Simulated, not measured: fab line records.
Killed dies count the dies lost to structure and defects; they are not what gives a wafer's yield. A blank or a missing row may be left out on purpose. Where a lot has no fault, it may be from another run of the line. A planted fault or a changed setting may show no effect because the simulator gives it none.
Chamber matching | flow n5-finfet | N5_BEOL_M11_STRIP_19 on rie-diel-06: 4 sister chambers
The step strips in O2. 20 wafers are shown with their chamber, then 10 later ones without.

== WAFERS WITH THEIR CHAMBER ==
wafer  | chamber | drypump-motor-current-A (A) | showerhead-plenum-p-Torr (Torr) | oes-product-au (a.u.)
L076.1 | 1       | 5.4                         | 2.11                            | 0.82
L076.2 | 2       | 5.8                         | 1.96                            | 0.78
L076.3 | 3       | 5.8                         | 2.04                            | 0.69
L076.4 | 0       | 5.5                         | 2.08                            | 0.88
L076.5 | 3       | 5.8                         | 2.04                            | 0.68
L076.6 | 0       | 5.5                         | 2.08                            | 0.88
L081.2 | 0       | 5.5                         | 2.07                            | 0.87
L081.3 | 1       | 5.4                         | 2.10                            | 0.81
L081.4 | 2       | 5.8                         | 1.95                            | 0.76
L086.2 | 1       | 5.3                         | 2.10                            | 0.80
L086.4 | 3       | 5.8                         | 2.03                            | 0.67
L086.6 | 1       | 5.4                         | 2.10                            | 0.80
L091.1 | 0       | 5.5                         | 2.07                            | 0.85
L091.2 | 1       | 5.4                         | 2.10                            | 0.79
L091.3 | 3       | 5.8                         | 2.04                            | 0.68
L091.4 | 1       | 5.4                         | 2.10                            | 0.80
L091.5 | 3       | 5.8                         | 2.04                            | 0.67
L091.6 | 0       | 5.5                         | 2.07                            | 0.84
L093.3 | 2       | 5.8                         | 1.95                            | 0.77
L093.4 | 0       | 5.5                         | 2.07                            | 0.83

SIGNATURES (means of the wafers above)
reading                  | chamber 0 | chamber 1 | chamber 2 | chamber 3 | scatter within a chamber
drypump-motor-current-A  | 5.500     | 5.383     | 5.800     | 5.800     | 0.0228
showerhead-plenum-p-Torr | 2.0733    | 2.1017    | 1.9533    | 2.0380    | 0.00477
oes-product-au           | 0.8583    | 0.8033    | 0.7700    | 0.6780    | 0.0144
Rule: a wafer's distance from a chamber is the root of the sum, over the readings, of the square of ((its reading less the chamber's mean) divided by the reading's scatter). If the next closest chamber is less than 2 further off than the closest, the wafer can't be placed; otherwise it belongs to the closest. The scatter: take each reading less its chamber's mean, square it, sum over the shown wafers, divide by the number of wafers less the number of chambers, and take the root.

== WAFERS MISSING THEIR CHAMBER ==
wafer  | drypump-motor-current-A (A) | showerhead-plenum-p-Torr (Torr) | oes-product-au (a.u.)
L093.6 | 5.8                         | 1.95                            | 0.76
L092.1 | 5.5                         | 2.07                            | 0.84
L092.2 | 5.4                         | 2.10                            | 0.80
L092.3 | 5.9                         | 1.95                            | 0.76
L092.4 | 5.8                         | 1.95                            | 0.76
L092.5 | 5.5                         | 2.07                            | 0.83
L092.6 | 5.4                         | 2.10                            | 0.78
L090.1 | 5.8                         | 2.03                            | 0.95
L090.3 | 5.4                         | 2.09                            | 0.78
L090.5 | 5.5                         | 2.06                            | 0.82

== CHAMBER TAKEN BY EACH ==
wafer  | from the rows above     | in truth
L093.6 | 2                       | 2
L092.1 | 0                       | 0
L092.2 | 1                       | 1
L092.3 | 2                       | 2
L092.4 | 2                       | 2
L092.5 | 0                       | 0
L092.6 | 1                       | 1
L090.1 | can't be placed: 0 or 3 | 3
L090.3 | 1                       | 1
L090.5 | 0                       | 0
9 of 10 placed correctly. From these rows, 1 cannot be placed; in 1 the true chamber is one of the candidates. Number placed wrongly: 0.
